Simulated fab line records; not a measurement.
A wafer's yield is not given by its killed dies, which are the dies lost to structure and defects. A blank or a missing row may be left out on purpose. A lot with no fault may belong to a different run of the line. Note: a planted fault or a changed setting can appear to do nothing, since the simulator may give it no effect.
Chamber matching    flow n5Finfet    rieDiel-03 running N5_HKMG_FIN_ETCH_86: 4 sister chambers
The step etches SOC in N2/H2, stops on TiN, target depth 393.2 nm. 4 wafers are shown with their chamber, then 8 later ones without.

## EACH WAFER AND ITS CHAMBER
wafer   chamber  showerheadPlenumPTorr (Torr)
L080.6  0        2.53
L082.5  2        2.43
L082.6  3        2.41
L083.1  1        2.66

## WAFERS WHOSE CHAMBER IS MISSING
wafer   showerheadPlenumPTorr (Torr)
L083.3  2.41
L083.4  2.43
L089.2  2.42
L089.4  2.41
L089.5  2.65
L096.1  2.51
L096.2  2.40
L096.6  2.40

## WHICH CHAMBER EACH WENT THROUGH
wafer   from the rows above      in truth
L083.3  can't be placed: 3 or 2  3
L083.4  can't be placed: 2 or 3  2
L089.2  can't be placed: 3 or 2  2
L089.4  can't be placed: 3 or 2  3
L089.5  1                        1
L096.1  0                        0
L096.2  can't be placed: 3 or 2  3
L096.6  can't be placed: 3 or 2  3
Placed correctly: 2 of 8. From these rows, 6 cannot be placed; in 6 the true chamber is one of the candidates. 0 placed wrongly.
How it was worked out, from the rows above alone: a wafer's distance from a chamber is the root of the sum, over the readings, of the square of ((its reading less the chamber's mean) divided by the reading's scatter). The wafer belongs to the nearest chamber; if the next one is less than 2 further off, it can't be placed. The mean given for a chamber averages the wafers shown for that chamber. The scatter: with one shown wafer a chamber, the root of the mean of the squares of how far each hidden wafer lies from its nearest shown one.
